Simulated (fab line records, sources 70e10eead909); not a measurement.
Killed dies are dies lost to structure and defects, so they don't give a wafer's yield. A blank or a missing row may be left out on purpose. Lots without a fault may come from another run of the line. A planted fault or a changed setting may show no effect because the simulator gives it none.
Chamber matching | flow nand_harc | NHARC_P_M0_DESCUM_14 on rie_diel-05: 4 sister chambers
The step chemistry O2, time 3 s. 20 wafers are shown with their chamber, then 10 later ones without.

WAFERS WITH THEIR CHAMBER
wafer  | chamber | showerhead_plenum_p_Torr (Torr) | drypump_motor_current_A (A) | oes_product_au (a.u.)
L074.3 | 1       | 1.97                            | 4.9                         | 0.991
L074.4 | 3       | 1.98                            | 6.0                         | 0.990
L074.5 | 3       | 1.98                            | 6.0                         | 1.007
L076.1 | 0       | 1.79                            | 5.6                         | 0.999
L076.2 | 1       | 1.97                            | 4.9                         | 0.985
L076.5 | 3       | 1.98                            | 6.0                         | 0.998
L079.1 | 2       | 1.79                            | 5.7                         | 0.997
L079.2 | 0       | 1.79                            | 5.7                         | 1.000
L079.6 | 2       | 1.79                            | 5.7                         | 0.987
L078.2 | 1       | 1.97                            | 4.9                         | 0.991
L078.5 | 3       | 1.98                            | 6.0                         | 0.995
L078.6 | 2       | 1.79                            | 5.7                         | 0.993
L082.2 | 1       | 1.97                            | 4.9                         | 0.989
L082.3 | 0       | 1.78                            | 5.6                         | 1.025
L082.6 | 2       | 1.79                            | 5.8                         | 0.994
L084.2 | 1       | 1.97                            | 4.8                         | 1.005
L084.4 | 2       | 1.78                            | 5.7                         | 0.995
L084.6 | 0       | 1.78                            | 5.6                         | 1.012
L088.1 | 2       | 1.78                            | 5.7                         | 0.991
L088.3 | 1       | 1.97                            | 4.9                         | 0.998

SIGNATURES (means of the wafers above)
reading                  | chamber 0 | chamber 1 | chamber 2 | chamber 3 | scatter within a chamber
showerhead_plenum_p_Torr | 1.7850    | 1.9700    | 1.7867    | 1.9800    | 0.00382
drypump_motor_current_A  | 5.625     | 4.883     | 5.717     | 6.000     | 0.0389
oes_product_au           | 1.00900   | 0.99317   | 0.99283   | 0.99750   | 0.00757
Rule: a wafer's distance from a chamber is the root of the sum, over the readings, of the square of ((its reading less the chamber's mean) divided by the reading's scatter). The wafer belongs to the nearest chamber; if the next one is less than 2 further off, it can't be placed. The scatter: the root of (the sum of the squares of (reading less its chamber's mean) over the shown wafers, divided by (wafers less chambers)).

WAFERS WITHOUT THEIR CHAMBER
wafer  | showerhead_plenum_p_Torr (Torr) | drypump_motor_current_A (A) | oes_product_au (a.u.)
L088.6 | 1.97                            | 4.9                         | 0.997
L089.2 | 1.98                            | 6.0                         | 0.988
L089.3 | 1.78                            | 5.7                         | 0.979
L089.4 | 1.78                            | 5.6                         | 1.014
L092.1 | 1.97                            | 4.9                         | 0.994
L092.2 | 1.78                            | 5.6                         | 1.016
L092.3 | 1.78                            | 5.7                         | 0.987
L092.4 | 1.98                            | 6.0                         | 0.988
L092.5 | 1.97                            | 4.9                         | 1.003
L092.6 | 1.78                            | 5.6                         | 1.016

WHICH CHAMBER EACH WENT THROUGH
wafer  | from the rows above     | in truth
L088.6 | 1                       | 1
L089.2 | 3                       | 3
L089.3 | 2                       | 2
L089.4 | 0                       | 0
L092.1 | 1                       | 1
L092.2 | 0                       | 0
L092.3 | can't be placed: 2 or 0 | 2
L092.4 | 3                       | 3
L092.5 | 1                       | 1
L092.6 | 0                       | 0
Placed correctly: 9 of 10. Can't be placed from these rows: 1 (the true chamber is among the candidates in 1). Placed wrongly: 0.
